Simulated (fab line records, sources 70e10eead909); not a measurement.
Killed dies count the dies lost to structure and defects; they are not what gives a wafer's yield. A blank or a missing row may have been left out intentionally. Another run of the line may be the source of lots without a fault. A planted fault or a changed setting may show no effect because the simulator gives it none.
2 desks looking at one fault    flow nand_harc    numbers are kept per desk, each desk with only its own; the story behind them comes last

DESK OF THE TOOL OWNER: litho_track-06
The tool's own readings at NHARC_P_GATE_PEB_24 (peb time 65 s): means of the sampled wafers that have a number, for each lot that ran on this tool. Marked OUT: a lot whose mean sits more than 4 standard deviations from the usual mean, which makes it out of limits; the brackets give that distance.
Columns: A = exhaust_pa at NHARC_P_GATE_PEB_24, usual 44.8 Pa
lot   first seen here  A
L138  day 8 19:37      45.0
L147  day 12 19:01     45.2
L149  day 13 09:11     44.5
This desk's finding: nothing out of limits on any of the 3 lots.

METROLOGY DESK
What the gauges read for every lot (on any tool): the sampled wafers with a number, averaged. Marked OUT: a lot whose mean sits more than 4 standard deviations from the usual mean, which makes it out of limits; the brackets give that distance.
Columns: A = cd_nm at NHARC_P_GATE_CD_MEAS_26, usual 120.1 nm; B = overlay_x_nm at NHARC_P_GATE_OVL_MEAS_27, usual 0.0 nm; C = overlay_y_nm at NHARC_P_GATE_OVL_MEAS_27, usual 0.1 nm
lot   first seen here  A                 B     C
L129  day 4 23:29      119.7             0.3   0.5
L130  day 5 13:41      120.6             -1.5  0.8
L132  day 6 09:16      119.7             0.3   0.6
L134  day 7 03:11      120.1             0.3   0.7
L133  day 7 03:20      120.7             2.0   -0.7
L136  day 8 02:38      120.6             -0.1  0.2
L138  day 8 19:42      119.9             -0.0  0.2
L141  day 9 22:53      120.0             -0.4  0.2
L147  day 12 19:05     116.1 (-8.8) OUT  1.5   -0.1
L149  day 13 09:16     116.1 (-8.7) OUT  1.4   0.8
L150  day 13 22:07     120.0             -1.4  0.5
L151  day 14 07:27     119.7             0.3   -0.5
This desk's verdict: out of limits on L147, L149, starting with L147 at day 12 19:05 (cd_nm at NHARC_P_GATE_CD_MEAS_26). L129, L130, L132, L134, L133, L136, L138, L141, L150, L151 stayed within limits.

BROUGHT TOGETHER
Metrology desk: alarm possible at day 12 19:05 on L147, L149.
The desk of the tool owner found nothing out of limits.
Tool owner's desk: L147, L149 on record, inside its limits.
Every lot named ran NHARC_P_GATE_PEB_24 on litho_track-06.

WHAT THE SIMULATOR HAD INSERTED
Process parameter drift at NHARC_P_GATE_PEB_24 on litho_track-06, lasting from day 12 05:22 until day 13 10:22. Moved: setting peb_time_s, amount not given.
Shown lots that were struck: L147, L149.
Hours from the fault's start to each desk's first reading out of limits: the metrology desk, 14.
